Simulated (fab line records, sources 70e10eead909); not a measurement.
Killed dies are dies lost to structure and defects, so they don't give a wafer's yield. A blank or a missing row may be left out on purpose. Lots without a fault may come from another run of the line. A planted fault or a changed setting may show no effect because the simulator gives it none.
Which tool did it? | flow nand_harc | 24 lots, 72 wafers sampled, at 1 step of a route of 1159

WHAT THE GAUGES READ, wafer by wafer
NHARC_P_STI_OCD_MEAS_43. Usual: trench_depth_nm 301 nm, standard deviation 4; trench_foot_cd_nm 158.6 nm, standard deviation 2.5.
lot  | measured    | on     | trench_depth_nm (nm) | trench_foot_cd_nm (nm) | flag
L074 | day 2 12:53 | ocd-02 | 297 302 299          | 157.0 157.1 160.9      |
L075 | day 2 19:04 | ocd-02 | 303 306 301          | 157.7 153.6 157.4      |
L077 | day 3 05:25 | ocd-01 | 296 305 299          | 158.7 155.8 156.7      |
L076 | day 3 05:34 | ocd-02 | 295 301 295          | 157.5 159.3 159.2      |
L078 | day 3 15:18 | ocd-02 | 301 299 307          | 159.3 159.5 157.1      |
L079 | day 3 15:28 | ocd-01 | 305 298 303          | 161.0 160.9 155.6      |
L080 | day 4 02:10 | ocd-02 | 306 304 302          | 151.2 154.5 157.2      |
L081 | day 4 06:08 | ocd-02 | 300 302 297          | 158.4 159.7 157.2      |
L082 | day 4 14:40 | ocd-02 | 303 296 300          | 158.6 159.8 162.5      |
L083 | day 4 18:08 | ocd-02 | 299 300 295          | 155.9 155.9 161.3      |
L084 | day 5 02:00 | ocd-01 | 302 292 300          | 163.9 159.1 159.3      |
L085 | day 5 06:11 | ocd-01 | 302 305 303          | 161.7 160.1 159.9      |
L086 | day 5 12:10 | ocd-01 | 301 306 306          | 157.3 156.3 155.1      |
L087 | day 5 18:19 | ocd-01 | 303 305 301          | 157.1 163.4 159.2      |
L088 | day 6 00:13 | ocd-01 | 303 298 304          | 161.1 160.5 155.7      |
L089 | day 6 09:31 | ocd-02 | 302 303 302          | 161.8 159.1 158.2      |
L090 | day 6 09:40 | ocd-01 | 308 298 308          | 157.5 161.7 158.1      |
L091 | day 6 19:08 | ocd-01 | 301 302 306          | 160.6 155.8 155.8      |
L092 | day 7 00:29 | ocd-01 | 304 303 303          | 158.3 160.4 161.9      |
L093 | day 7 06:24 | ocd-01 | 301 301 304          | 156.0 155.4 155.0      |
L094 | day 7 12:16 | ocd-01 | 298 296 303          | 160.5 160.9 158.6      |
L095 | day 7 19:18 | ocd-01 | 303 297 298          | 158.6 158.5 163.0      |
L096 | day 8 01:40 | ocd-01 | 293 302 293          | 158.1 154.5 160.1      |
L097 | day 8 07:25 | ocd-01 | 297 296 303          | 156.8 157.5 160.2      |

WHICH TOOL RAN EACH LOT (tool, then ch and the chambers of the sampled wafers, then the start)
The record holds no process step before these readings.

WHAT THE TOOLS THEMSELVES READ (means of the sampled wafers that have a number; where no wafer has one, the mark that the record gives instead)
The record holds no such reading with a usual standard deviation.

THE ANSWER, worked out from the rows above alone
Rule: a lot is off if the mean of its wafers that have a number lies more than 3 standard deviations from the usual mean. A lot without any number at a reading at which 4 lots or more have one is off too. The other lots that the step has rows for count as sound. The gauges are gone through in route order, then the tools' own readings, and for those a lot's mean is taken as printed above. The first step at which some lot is off is used, and at that step the reading that is off furthest; a lot without a number counts as furthest.
No lot is off at any reading shown: from this, nothing can be told.

WHAT THE SIMULATOR HAD PUT IN
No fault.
